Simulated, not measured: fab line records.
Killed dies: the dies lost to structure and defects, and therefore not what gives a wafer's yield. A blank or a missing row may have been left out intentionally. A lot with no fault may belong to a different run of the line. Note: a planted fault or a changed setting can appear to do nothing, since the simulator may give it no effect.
Chamber matching / flow n5_finfet / N5_BEOL_M4_CO_CAP_55 on cvd_co-02: 3 sister chambers
The step material Co, precursor CCTBA/H2, target thk 2 nm, time 102.1 s. 33 wafers are shown with their chamber, then 12 later ones without.

## WAFERS, EACH WITH ITS CHAMBER
wafer=L074.3; chamber=0; heater_power_w (W)=227
wafer=L074.5; chamber=1; heater_power_w (W)=232
wafer=L074.6; chamber=0; heater_power_w (W)=227
wafer=L078.4; chamber=2; heater_power_w (W)=220
wafer=L078.5; chamber=0; heater_power_w (W)=225
wafer=L078.6; chamber=1; heater_power_w (W)=230
wafer=L079.2; chamber=1; heater_power_w (W)=233
wafer=L079.3; chamber=2; heater_power_w (W)=219
wafer=L079.6; chamber=1; heater_power_w (W)=237
wafer=L080.1; chamber=0; heater_power_w (W)=224
wafer=L080.2; chamber=2; heater_power_w (W)=217
wafer=L080.3; chamber=1; heater_power_w (W)=235
wafer=L080.4; chamber=1; heater_power_w (W)=235
wafer=L080.5; chamber=2; heater_power_w (W)=229
wafer=L080.6; chamber=0; heater_power_w (W)=224
wafer=L081.1; chamber=2; heater_power_w (W)=222
wafer=L081.2; chamber=1; heater_power_w (W)=236
wafer=L081.3; chamber=0; heater_power_w (W)=225
wafer=L081.4; chamber=0; heater_power_w (W)=224
wafer=L081.5; chamber=2; heater_power_w (W)=224
wafer=L081.6; chamber=1; heater_power_w (W)=237
wafer=L085.1; chamber=1; heater_power_w (W)=237
wafer=L085.2; chamber=0; heater_power_w (W)=226
wafer=L085.3; chamber=2; heater_power_w (W)=215
wafer=L085.4; chamber=2; heater_power_w (W)=228
wafer=L085.5; chamber=1; heater_power_w (W)=234
wafer=L085.6; chamber=0; heater_power_w (W)=229
wafer=L089.1; chamber=2; heater_power_w (W)=222
wafer=L089.3; chamber=1; heater_power_w (W)=235
wafer=L089.4; chamber=1; heater_power_w (W)=234
wafer=L086.2; chamber=0; heater_power_w (W)=223
wafer=L086.4; chamber=2; heater_power_w (W)=228
wafer=L086.5; chamber=0; heater_power_w (W)=223

SIGNATURES (means of the wafers above)
reading=heater_power_w; chamber 0=225.18; chamber 1=234.58; chamber 2=222.40; scatter within a chamber=3.15
Rule: distance of a wafer from a chamber = root of the sum over the readings of ((wafer's reading minus chamber's mean) / reading's scatter) squared. The wafer belongs to the nearest chamber; if the next one is less than 2 further off, it can't be placed. The scatter: take each reading less its chamber's mean, square it, sum over the shown wafers, divide by the number of wafers less the number of chambers, and take the root.

## WAFERS WHOSE CHAMBER IS MISSING
wafer=L090.1; heater_power_w (W)=224
wafer=L090.2; heater_power_w (W)=230
wafer=L090.6; heater_power_w (W)=230
wafer=L094.1; heater_power_w (W)=222
wafer=L094.2; heater_power_w (W)=229
wafer=L094.6; heater_power_w (W)=224
wafer=L095.2; heater_power_w (W)=222
wafer=L095.3; heater_power_w (W)=240
wafer=L095.5; heater_power_w (W)=224
wafer=L096.2; heater_power_w (W)=223
wafer=L096.5; heater_power_w (W)=236
wafer=L096.6; heater_power_w (W)=229

## EACH ONE'S CHAMBER
wafer=L090.1; from the rows above=can't be placed: 0 or 2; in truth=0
wafer=L090.2; from the rows above=can't be placed: 1 or 0 or 2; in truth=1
wafer=L090.6; from the rows above=can't be placed: 1 or 0 or 2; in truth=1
wafer=L094.1; from the rows above=can't be placed: 2 or 0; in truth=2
wafer=L094.2; from the rows above=can't be placed: 0 or 1 or 2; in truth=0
wafer=L094.6; from the rows above=can't be placed: 0 or 2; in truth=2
wafer=L095.2; from the rows above=can't be placed: 2 or 0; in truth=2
wafer=L095.3; from the rows above=1; in truth=1
wafer=L095.5; from the rows above=can't be placed: 0 or 2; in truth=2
wafer=L096.2; from the rows above=can't be placed: 2 or 0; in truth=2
wafer=L096.5; from the rows above=1; in truth=1
wafer=L096.6; from the rows above=can't be placed: 0 or 1 or 2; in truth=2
Placed correctly: 2 of 12. Unplaceable from these rows: 10, with the true chamber sitting among the candidates in 10. Wrongly placed: 0.
